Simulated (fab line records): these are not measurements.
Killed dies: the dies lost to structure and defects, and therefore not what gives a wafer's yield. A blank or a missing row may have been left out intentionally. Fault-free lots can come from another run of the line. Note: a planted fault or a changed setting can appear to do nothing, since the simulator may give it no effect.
Which tool was responsible? | flow nand_harc | Sampling: 7 lots, 21 wafers, 3 of 1159 route steps

== WHAT THE GAUGES SHOWED, per wafer ==
NHARC_P_M2_CD_MEAS_09 targets a cd of 170 nm.
lot  | measured     | on        | cd_nm (nm)
L474 | day 6 14:01  | cd_sem-03 | 170.2 170.6 172.2
L477 | day 7 04:02  | cd_sem-02 | 168.9 169.4 168.4
L479 | day 7 20:04  | cd_sem-03 | 170.0 170.3 169.0
L482 | day 8 11:16  | cd_sem-02 | 169.9 169.1 169.4
L485 | day 9 11:26  | cd_sem-02 | 140.9 141.4 140.7
L488 | day 10 10:52 | cd_sem-03 | 168.6 168.5 168.8
L496 | day 11 16:30 | cd_sem-01 | 171.1 170.5 171.0

== EACH LOT AND THE TOOL THAT RAN IT (in order: tool; ch and the chambers of the sampled wafers; start) ==
lot  | NHARC_P_M1_DESCUM_14               | NHARC_P_M2_EXPOSE_06
L474 | rie_diel-03 ch 0,1, day 6 10:04    | arfi_scanner-03 ch 0, day 6 13:53
L477 | rie_diel-03 ch 0,2,3, day 7 00:08  | arfi_scanner-01 ch 0, day 7 03:53
L479 | rie_diel-03 ch 0,1,3, day 7 15:57  | arfi_scanner-03 ch 0, day 7 19:55
L482 | rie_diel-11 ch 1,2,3, day 8 07:27  | arfi_scanner-03 ch 0, day 8 11:08
L485 | rie_diel-05 ch 0,2,3, day 9 07:32  | arfi_scanner-01 ch 0, day 9 11:17
L488 | rie_diel-05 ch 0,3, day 10 06:47   | arfi_scanner-03 ch 0, day 10 10:43
L496 | rie_diel-03 ch 1,2,3, day 11 12:15 | arfi_scanner-03 ch 0, day 11 16:21
- NHARC_P_M1_DESCUM_14: chemistry O2, time 3 s.
- NHARC_P_M2_EXPOSE_06: exposes mask P M2, target cd 170 nm.

== THE ANSWER, worked out from the rows above alone ==
Rule: the lots themselves supply what counts as usual. The widest of any qualifying gaps counts: lots, ordered by their means at a reading, are off when they make up no more than a third of the lots, leave a main group of 4 or more, and stand apart from it by 3 or more times the standard deviation of that group's means. If all means in a main group match to the digits the tables above print for the reading, that group is not used. A lot without any number at a reading at which 4 lots or more have one is off too. Any other lot the step has rows for is counted as sound.
Off: L485, at NHARC_P_M2_CD_MEAS_09 (cd_nm). Mean 169.8 nm and standard deviation 0.9 in the main group.
A tool fits if, at a process step before that reading, it ran every lot that is off, and no sound lot after the first of them. Those tools and the gauges at NHARC_P_M2_CD_MEAS_09 are tried in the same way. Can't be told from this: 2 tools fit, arfi_scanner-01 at NHARC_P_M2_EXPOSE_06, cd_sem-02 at NHARC_P_M2_CD_MEAS_09.

== WHAT THE SIMULATOR PUT IN ==
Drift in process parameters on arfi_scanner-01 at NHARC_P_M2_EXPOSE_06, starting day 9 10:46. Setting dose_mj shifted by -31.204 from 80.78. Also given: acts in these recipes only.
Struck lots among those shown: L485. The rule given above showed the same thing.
